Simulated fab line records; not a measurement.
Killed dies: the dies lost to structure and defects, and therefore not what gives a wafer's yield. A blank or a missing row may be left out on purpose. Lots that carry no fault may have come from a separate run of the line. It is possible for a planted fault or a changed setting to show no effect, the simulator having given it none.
Split-lot trial || flow n5_finfet || 21 wafers read from 7 lots, route of 1938 steps

ON THE SPLIT
At N5_SDB_COAT_05 (resist thk 90 nm), the setting spin_rpm was moved away from the recipe's 1500 rpm on 8 of the 21 wafers read, by -10.1% to +10.2%. This setting was run at the recipe's value on the other wafers.

FROM THE SPLIT TO THE READING: what the file shows between them, 4 steps
- N5_SDB_EBR_07
- N5_SDB_SOFTBAKE_06: time 60 s
- N5_SDB_EXPOSE_08: exposes mask SDB
- N5_SDB_PEB_09: peb time 60 s

THE READING
CAR-ArF_of_SDB_COAT_05.thk_nm (the simulator's own value, which no gauge read), in nm, at N5_SDB_DEVELOP_10 (develop time 30 s). There is no usual value for it anywhere in the file. The 13 wafers here that ran the recipe average 88.2 nm, standard deviation 0.39 nm.

{"wafer": "L082.4", "tool, chamber at the split": "litho_track-03, 0", "spin_rpm as run, rpm": 1653, "against the recipe": "+10.2%", "CAR-ArF_of_SDB_COAT_05.thk_nm, nm": 84.2, "against lot-mates on the recipe": -4.4}
{"wafer": "L082.5", "tool, chamber at the split": "litho_track-03, 0", "spin_rpm as run, rpm": 1653, "against the recipe": "+10.2%", "CAR-ArF_of_SDB_COAT_05.thk_nm, nm": 84.2, "against lot-mates on the recipe": -4.4}
{"wafer": "L082.6", "tool, chamber at the split": "litho_track-03, 0", "spin_rpm as run, rpm": 1500, "against the recipe": "recipe", "CAR-ArF_of_SDB_COAT_05.thk_nm, nm": 88.6, "against lot-mates on the recipe": "-"}
{"wafer": "L088.2", "tool, chamber at the split": "litho_track-02, 0", "spin_rpm as run, rpm": 1500, "against the recipe": "recipe", "CAR-ArF_of_SDB_COAT_05.thk_nm, nm": 88, "against lot-mates on the recipe": "-"}
{"wafer": "L088.3", "tool, chamber at the split": "litho_track-02, 0", "spin_rpm as run, rpm": 1500, "against the recipe": "recipe", "CAR-ArF_of_SDB_COAT_05.thk_nm, nm": 88, "against lot-mates on the recipe": "-"}
{"wafer": "L088.5", "tool, chamber at the split": "litho_track-02, 0", "spin_rpm as run, rpm": 1500, "against the recipe": "recipe", "CAR-ArF_of_SDB_COAT_05.thk_nm, nm": 88, "against lot-mates on the recipe": "-"}
{"wafer": "L090.2", "tool, chamber at the split": "litho_track-02, 0", "spin_rpm as run, rpm": 1500, "against the recipe": "recipe", "CAR-ArF_of_SDB_COAT_05.thk_nm, nm": 88.2, "against lot-mates on the recipe": "-"}
{"wafer": "L090.4", "tool, chamber at the split": "litho_track-02, 0", "spin_rpm as run, rpm": 1500, "against the recipe": "recipe", "CAR-ArF_of_SDB_COAT_05.thk_nm, nm": 88.2, "against lot-mates on the recipe": "-"}
{"wafer": "L090.6", "tool, chamber at the split": "litho_track-02, 0", "spin_rpm as run, rpm": 1563, "against the recipe": "+4.2%", "CAR-ArF_of_SDB_COAT_05.thk_nm, nm": 86.4, "against lot-mates on the recipe": -1.8}
{"wafer": "L092.3", "tool, chamber at the split": "litho_track-01, 0", "spin_rpm as run, rpm": 1500, "against the recipe": "recipe", "CAR-ArF_of_SDB_COAT_05.thk_nm, nm": 87.8, "against lot-mates on the recipe": "-"}
{"wafer": "L092.6", "tool, chamber at the split": "litho_track-01, 0", "spin_rpm as run, rpm": 1500, "against the recipe": "recipe", "CAR-ArF_of_SDB_COAT_05.thk_nm, nm": 87.8, "against lot-mates on the recipe": "-"}
{"wafer": "L092.4", "tool, chamber at the split": "litho_track-01, 0", "spin_rpm as run, rpm": 1500, "against the recipe": "recipe", "CAR-ArF_of_SDB_COAT_05.thk_nm, nm": 88.2, "against lot-mates on the recipe": "-"}
{"wafer": "L091.1", "tool, chamber at the split": "litho_track-03, 0", "spin_rpm as run, rpm": 1440, "against the recipe": "-4.0%", "CAR-ArF_of_SDB_COAT_05.thk_nm, nm": 89.8, "against lot-mates on the recipe": "+2.0"}
{"wafer": "L091.4", "tool, chamber at the split": "litho_track-03, 0", "spin_rpm as run, rpm": 1440, "against the recipe": "-4.0%", "CAR-ArF_of_SDB_COAT_05.thk_nm, nm": 89.6, "against lot-mates on the recipe": "+1.8"}
{"wafer": "L091.6", "tool, chamber at the split": "litho_track-03, 0", "spin_rpm as run, rpm": 1500, "against the recipe": "recipe", "CAR-ArF_of_SDB_COAT_05.thk_nm, nm": 87.8, "against lot-mates on the recipe": "-"}
{"wafer": "L095.1", "tool, chamber at the split": "litho_track-02, 0", "spin_rpm as run, rpm": 1645, "against the recipe": "+9.7%", "CAR-ArF_of_SDB_COAT_05.thk_nm, nm": 84.4, "against lot-mates on the recipe": -4.1}
{"wafer": "L095.2", "tool, chamber at the split": "litho_track-02, 0", "spin_rpm as run, rpm": 1500, "against the recipe": "recipe", "CAR-ArF_of_SDB_COAT_05.thk_nm, nm": 88.4, "against lot-mates on the recipe": "-"}
{"wafer": "L095.5", "tool, chamber at the split": "litho_track-02, 0", "spin_rpm as run, rpm": 1500, "against the recipe": "recipe", "CAR-ArF_of_SDB_COAT_05.thk_nm, nm": 88.6, "against lot-mates on the recipe": "-"}
{"wafer": "L096.1", "tool, chamber at the split": "litho_track-03, 0", "spin_rpm as run, rpm": 1349, "against the recipe": "-10.1%", "CAR-ArF_of_SDB_COAT_05.thk_nm, nm": 94.2, "against lot-mates on the recipe": "+5.0"}
{"wafer": "L096.3", "tool, chamber at the split": "litho_track-03, 0", "spin_rpm as run, rpm": 1349, "against the recipe": "-10.1%", "CAR-ArF_of_SDB_COAT_05.thk_nm, nm": 94, "against lot-mates on the recipe": "+4.8"}
{"wafer": "L096.5", "tool, chamber at the split": "litho_track-03, 0", "spin_rpm as run, rpm": 1500, "against the recipe": "recipe", "CAR-ArF_of_SDB_COAT_05.thk_nm, nm": 89.2, "against lot-mates on the recipe": "-"}

THE FIT
A straight line over all 21 wafers: CAR-ArF_of_SDB_COAT_05.thk_nm changes by -0.466 nm for each +1% of spin_rpm; r = -0.98; the points scatter about the line by 0.56 nm.
The same after taking each lot's own level away (the mean of its wafers on the recipe; 21 wafers): -0.454 nm for each +1%; r = -1.00; scatter 0.16 nm.
According to that fit, moving spin_rpm by its largest amount changes the reading by 4.6 nm.
The lots' own levels span 87.80 to 89.20 nm, that is 3.6 times the standard deviation above.
The two slopes agree, so the slope changes little with the lot-to-lot level.
Check: for one of the wafers moved furthest among these (+10.2%), held out of the fit, the line's prediction against its lot-mates is -4.59 nm. It came out at -4.4 nm against them.

OTHER SPLITS APPLIED TO THESE WAFERS
Other splits were also applied to these wafers ahead of the reading. Each is held against what the fit with the lots' levels taken away leaves over:
{"other split on the same wafers": "N5_SD_EPI_N_EPI_21 time_s", "wafers away from the commonest value": 6, "r with CAR-ArF_of_SDB_COAT_05.thk_nm (lot level and that fit taken away)": -0.17}

THE WHOLE CHAIN: every reading that the file lists as answering this split, in the file's order
{"step": "N5_SDB_COAT_05", "what it does": "resist thk 90 nm", "reading": "CAR-ArF_of_SDB_COAT_05.thk_nm (the simulator's own value, which no gauge read)", "change (the file's fit)": "-0.442 nm for each +1% of the setting", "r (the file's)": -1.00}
{"step": "N5_SDB_DEVELOP_10", "what it does": "develop time 30 s", "reading": "CAR-ArF_of_SDB_COAT_05.thk_nm (the simulator's own value, which no gauge read)", "change (the file's fit)": "-0.448 nm for each +1% of the setting", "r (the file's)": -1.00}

THE FILE'S OWN FIT
CAR-ArF_of_SDB_COAT_05.thk_nm changes by -0.448 nm for each +1% of spin_rpm, r = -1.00.
